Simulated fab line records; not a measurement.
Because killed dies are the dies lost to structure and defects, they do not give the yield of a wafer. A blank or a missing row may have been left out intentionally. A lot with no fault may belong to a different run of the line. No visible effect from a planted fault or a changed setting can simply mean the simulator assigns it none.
Chamber matching || flow n5_finfet || rie_diel-05 running N5_HKMG_FIN_ETCH_54: 4 sister chambers
The step etches SiARC in CF4, target depth 45.5 nm, time 75.8 s. 8 wafers are shown with their chamber, then 11 later ones without.

== EACH WAFER AND ITS CHAMBER ==
{"wafer": "L081.5", "chamber": 3, "showerhead_plenum_p_Torr (Torr)": 2.20, "oes_product_au (a.u.)": 0.61}
{"wafer": "L081.6", "chamber": 2, "showerhead_plenum_p_Torr (Torr)": 2.10, "oes_product_au (a.u.)": 0.76}
{"wafer": "L082.2", "chamber": 0, "showerhead_plenum_p_Torr (Torr)": 2.08, "oes_product_au (a.u.)": 0.70}
{"wafer": "L082.6", "chamber": 0, "showerhead_plenum_p_Torr (Torr)": 2.08, "oes_product_au (a.u.)": 0.69}
{"wafer": "L084.1", "chamber": 3, "showerhead_plenum_p_Torr (Torr)": 2.20, "oes_product_au (a.u.)": 0.61}
{"wafer": "L084.4", "chamber": 1, "showerhead_plenum_p_Torr (Torr)": 2.15, "oes_product_au (a.u.)": 0.59}
{"wafer": "L084.6", "chamber": 2, "showerhead_plenum_p_Torr (Torr)": 2.10, "oes_product_au (a.u.)": 0.73}
{"wafer": "L088.1", "chamber": 1, "showerhead_plenum_p_Torr (Torr)": 2.14, "oes_product_au (a.u.)": 0.58}

== WAFERS WITHOUT THEIR CHAMBER ==
{"wafer": "L088.2", "showerhead_plenum_p_Torr (Torr)": 2.20, "oes_product_au (a.u.)": 0.60}
{"wafer": "L088.3", "showerhead_plenum_p_Torr (Torr)": 2.10, "oes_product_au (a.u.)": 0.73}
{"wafer": "L088.4", "showerhead_plenum_p_Torr (Torr)": 2.08, "oes_product_au (a.u.)": 0.68}
{"wafer": "L088.5", "showerhead_plenum_p_Torr (Torr)": 2.08, "oes_product_au (a.u.)": 0.69}
{"wafer": "L088.6", "showerhead_plenum_p_Torr (Torr)": 2.14, "oes_product_au (a.u.)": 0.59}
{"wafer": "L090.1", "showerhead_plenum_p_Torr (Torr)": 2.10, "oes_product_au (a.u.)": 0.73}
{"wafer": "L090.2", "showerhead_plenum_p_Torr (Torr)": 2.07, "oes_product_au (a.u.)": 0.68}
{"wafer": "L090.6", "showerhead_plenum_p_Torr (Torr)": 2.20, "oes_product_au (a.u.)": 0.61}
{"wafer": "L095.1", "showerhead_plenum_p_Torr (Torr)": 2.19, "oes_product_au (a.u.)": 0.60}
{"wafer": "L095.2", "showerhead_plenum_p_Torr (Torr)": 2.14, "oes_product_au (a.u.)": 0.58}
{"wafer": "L095.4", "showerhead_plenum_p_Torr (Torr)": 2.07, "oes_product_au (a.u.)": 0.67}

== WHICH CHAMBER EACH WENT THROUGH ==
{"wafer": "L088.2", "from the rows above": 3, "in truth": 3}
{"wafer": "L088.3", "from the rows above": 2, "in truth": 2}
{"wafer": "L088.4", "from the rows above": 0, "in truth": 0}
{"wafer": "L088.5", "from the rows above": 0, "in truth": 0}
{"wafer": "L088.6", "from the rows above": 1, "in truth": 1}
{"wafer": "L090.1", "from the rows above": 2, "in truth": 2}
{"wafer": "L090.2", "from the rows above": 0, "in truth": 0}
{"wafer": "L090.6", "from the rows above": 3, "in truth": 3}
{"wafer": "L095.1", "from the rows above": 3, "in truth": 3}
{"wafer": "L095.2", "from the rows above": 1, "in truth": 1}
{"wafer": "L095.4", "from the rows above": 0, "in truth": 0}
11 of 11 placed correctly. From these rows, 0 cannot be placed. Number placed wrongly: 0.
How it was worked out, from the rows above alone: a wafer's distance from a chamber is the root of the sum, over the readings, of the square of ((its reading less the chamber's mean) divided by the reading's scatter). If the next closest chamber is less than 2 further off than the closest, the wafer can't be placed; otherwise it belongs to the closest. The mean given for a chamber averages the wafers shown for that chamber. How the scatter is found: for the shown wafers, subtract from each reading the mean of its chamber, square and add these, divide the total by (wafers less chambers), then take the root.
